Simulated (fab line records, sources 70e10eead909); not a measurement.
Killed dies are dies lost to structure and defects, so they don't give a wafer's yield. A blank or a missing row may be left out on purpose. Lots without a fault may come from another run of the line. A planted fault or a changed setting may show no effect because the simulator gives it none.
Chamber matching | flow nand_harc | NHARC_P_M1_CMP_23 on cmp-03: 4 sister chambers
The step polishes, t overpolish 20 s, target thk 157.82 nm. 4 wafers are shown with their chamber, then 7 later ones without.

WAFERS WITH THEIR CHAMBER
wafer  | chamber | motor_current_A (A)
L084.2 | 2       | 10.4
L092.1 | 1       | 13.8
L093.2 | 3       | 13.0
L093.3 | 0       | 12.7

WAFERS WITHOUT THEIR CHAMBER
wafer  | motor_current_A (A)
L093.6 | 13.0
L094.3 | 10.4
L094.5 | 10.5
L094.6 | 13.2
L097.1 | 10.4
L097.4 | 13.0
L097.6 | 12.3

WHICH CHAMBER EACH WENT THROUGH
wafer  | from the rows above     | in truth
L093.6 | can't be placed: 3 or 0 | 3
L094.3 | 2                       | 2
L094.5 | 2                       | 2
L094.6 | can't be placed: 3 or 0 | 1
L097.1 | 2                       | 2
L097.4 | can't be placed: 3 or 0 | 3
L097.6 | can't be placed: 0 or 3 | 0
Placed correctly: 3 of 7. Can't be placed from these rows: 4 (the true chamber is among the candidates in 3). Placed wrongly: 0.
How it was worked out, from the rows above alone: a wafer's distance from a chamber is the root of the sum, over the readings, of the square of ((its reading less the chamber's mean) divided by the reading's scatter). The wafer belongs to the nearest chamber; if the next one is less than 2 further off, it can't be placed. A chamber's mean is the mean of its shown wafers. The scatter: with one shown wafer a chamber, the root of the mean of the squares of how far each hidden wafer lies from its nearest shown one.
